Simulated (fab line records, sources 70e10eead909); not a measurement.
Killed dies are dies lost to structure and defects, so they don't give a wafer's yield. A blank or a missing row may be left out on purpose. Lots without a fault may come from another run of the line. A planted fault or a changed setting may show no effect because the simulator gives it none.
fab line records | flow nand_harc
record lots=6 wafers=18 last_day=32
route steps=1302 shown P_ZERO_WELL@31
lots that met no fault: from a run of the same line without faults
start_h: hours from the record's first day to the start of the lot's first wafer shown | wait_h: hours since the lot's step before | " the same as in the row above | L1.1+2: a row that stands for several wafers | - no value, or no start given | * or withheld: withheld | < > ~ a bound
route shown NAME@n: a module of which the file shows steps, and the number in the route of the first | usual: mean/standard deviation of fault-free wafers | same: alike in all rows | chamber/n: place in a boat | sites: the reading at each site | _std_site: their standard deviation | _edge_site: outer sites' mean less inner sites' | radius_mm: how far each site lies from the wafer's centre | mask NAME#n: copy n | behind: the tool/chamber that last shaped the wafer | hold: why the lot was held/for how many hours/how that ended | device: the transistor (n, p or np) that didn't switch | end of line: the same wafers' tests at the end of the route | a step without rows: its recipe alone | killed: dies lost to structure and defects at the first sort, not the wafer's yield | map: a wafer's dies, x killed, . not, _ none there
set.NAME: the setting as run; set.NAME@STEP: as run at that earlier step | model.NAME: the simulator's own value behind a step, which no gauge read
lots at some steps of the route; a table a step, a row a wafer
services: from which hour (start_h, from the record's first day; less than 0 if before it) a tool's chamber was out of use, for how many hours, and why
## steps
# step NHARC_P_ZERO_WELL_DESCUM_26
# recipe time_s=3 o2_flow_sccm=200 ar_flow_sccm=0 bias_power_w=0 chemistry=O2
# usual drypump_motor_current_A=5.9/0.36 mfc_ar_sccm=0.014/0.014 oes_product_au=0.999/0.014 rf_vpp_V=57.9/0.9 showerhead_plenum_p_Torr=1.89/0.066 throttle_valve_pct=11.312/0.0081
# columns lot.wafer tool chamber start_h wait_h drypump_motor_current_A mfc_ar_sccm oes_product_au rf_hours_counter_h rf_vpp_V showerhead_plenum_p_Torr throttle_valve_pct
L150.4 rie_diel-09 1 32.65 - 6.2 0.039 0.981 18 59.1 1.91 11.306
L150.3 " 3 " " 5.9 0.035 0.985 16 59.1 1.95 11.320
L150.5 " 1 " " 6.2 0.039 0.970 - 58.7 1.91 11.319
L152.3 rie_diel-10 3 52.81 - 6.2 0 1.019 57 58.8 1.92 11.301
L152.4 " 0 " " 5.7 0 1.017 49 58.2 1.91 11.285
L152.5 " 0 " " 5.8 0 1.017 - 56.7 1.91 11.311
L153.1 rie_diel-10 3 62.49 - 6.2 0 1.019 58 56.5 1.91 11.320
L153.4 " 1 " " 5.0 0.002 1.000 41 58.6 1.98 11.313
L153.5 " 3 " " 6.3 0 1.026 - 58.9 1.91 11.310
L163.2 rie_diel-02 2 162.82 - 6.5 0 0.998 38 55.9 1.77 11.314
L163.4 " 0 " " 6.1 0.016 0.997 34 57.5 1.76 11.322
L163.1 " 1 " " 5.8 0.026 1.006 24 56.8 1.99 11.323
L168.3 rie_diel-10 1 212.79 - 5.1 0.002 0.992 56 58.8 1.96 11.307
L168.6 " 2 " " 5.7 0.003 0.999 - 57.5 1.90 11.309
L168.5 " 3 " " 6.2 0 0.999 - 57.1 1.90 11.309
L170.3 rie_diel-02 0 232.64 - 6.1 0.016 0.991 2 58.2 2.08 11.306
L170.6 " 2 " " 6.5 0 0.995 - 58.8 2.08 11.327
L170.5 " 3 " " 5.5 0.001 1.007 - 59.4 1.86 11.316
# step NHARC_P_ZERO_WELL_IMPLANT_27
# recipe energy_kev=600 dose_cm2=1e+13 tilt_deg=7
# step NHARC_P_ZERO_WELL_IMPLANT_57
# recipe energy_kev=250 dose_cm2=4e+12 tilt_deg=7
# step NHARC_P_ZERO_WELL_IMPLANT_58
# recipe energy_kev=100 dose_cm2=2e+12 tilt_deg=7
# step NHARC_P_ZERO_WELL_STRIP_28
# recipe time_s=840 temp_c=130 chemistry=SPM
# step NHARC_P_ZERO_WELL_DEHYDRATE_29
# recipe temp_c=150 time_s=120
# step NHARC_P_ZERO_WELL_HMDS_30
# recipe time_s=30
# step NHARC_P_ZERO_WELL_COAT_31
# recipe spin_rpm=withheld
# step NHARC_P_ZERO_WELL_SOFTBAKE_32
# recipe temp_c=122 time_s=95
# step NHARC_P_ZERO_WELL_EBR_33
# step NHARC_P_ZERO_WELL_EXPOSE_34
# recipe na=0.6 target_cd_nm=720 dose_mj=22.31 mask_id=P_PWELL
# step NHARC_P_ZERO_WELL_PEB_35
# recipe peb_temp_c=118 peb_time_s=85
# step NHARC_P_ZERO_WELL_DEVELOP_36
# recipe time_s=70
# usual chill_plate_temp_C=23.02/0.11 exhaust_pa=45.0/0.95
# columns lot.wafer tool chamber start_h wait_h chill_plate_temp_C exhaust_pa
L150.3 litho_track-03 0 34 - 22.89 44.8
L150.4 " 0 " " 23.07 45.7
L150.5 " 0 " " 23.03 45.0
L152.3 litho_track-03 - 54 - - -
L152.4 " - " " - -
L152.5 " - " " - -
L153.1 litho_track-05 - 63 - - -
L153.4 " - " " - -
L153.5 " - " " - -
L163.1 litho_track-07 0 164 - 23.01 44.8
L163.2 " 0 " " 22.99 44.5
L163.4 " 0 " " 22.80 45.1
L168.3 litho_track-07 0 214 - 22.92 45.5
L168.5 " 0 " " 23.01 46.7
L168.6 " 0 " " 23.04 45.4
L170.3 litho_track-03 0 233 - 22.93 44.9
L170.5 " 0 " " 23.09 46.2
L170.6 " 0 " " 23.03 46.1
## services
# columns tool chamber start_h hours kind
rie_diel-10 - 11.96 0.1 repair
rie_diel-02 3 17.72 10.3 repair
rie_diel-10 0 23.09 - clean
rie_diel-10 1 23.09 - clean
rie_diel-10 2 23.09 - clean
rie_diel-10 3 23.09 - clean
rie_diel-02 0 37.80 6.7 repair
rie_diel-02 - 40.58 9.0 pm
rie_diel-10 0 47.59 - clean
rie_diel-10 1 47.59 - clean
rie_diel-02 1 58.38 36.9 repair
rie_diel-02 0 60.90 4.3 repair
rie_diel-10 - 65.57 9.0 pm
litho_track-07 - 76.00 7.0 pm
rie_diel-09 - 98.19 0.7 repair
litho_track-03 - 100.00 7.0 pm
rie_diel-09 - 101.34 1.3 repair
litho_track-05 - 124.00 7.0 pm
rie_diel-10 3 125.96 7.4 repair
rie_diel-09 - 143.14 9.0 pm
rie_diel-02 1 177.08 2.9 repair
rie_diel-10 1 184.91 2.1 repair
rie_diel-02 1 196.36 6.5 repair
rie_diel-02 - 217.58 9.0 pm
## key
first_sign step=NHARC_P_ZERO_WELL_DEVELOP_36 reading=tool_record direction=missing
effect none on later readings
met_at NHARC_P_ZERO_WELL_DEVELOP_36
struck_wafers L152.3,L152.4,L152.5,L153.1,L153.4,L153.5
later_rows_left_out L152.3,L152.4,L152.5,L153.1,L153.4,L153.5
sort_left_out L152.3,L152.4,L152.5,L153.1,L153.4,L153.5
tester_left_out L152,L153
onset_between 34 54
fault kind=skipped_step_whole tool=litho_track-03,litho_track-05 chamber=- onset_h=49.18 steps=NHARC_P_ZERO_WELL_DEVELOP_36 scope=struck_lots_only
# tester_left_out: of these lots the tester's yield and bins aren't shown, on N5 and GAA mostly nor the transistor test; their killed dies are dies lost to structure and defects alone, not to doping, threshold or leakage, so they don't give the yield
# sort_left_out: the simulated sort isn't trusted on such a fault, so these wafers' sort isn't shown, and their yield isn't known
# later_rows_left_out: the simulator's readings of these wafers behind a module that went badly wrong aren't trusted and aren't shown, but for the sort
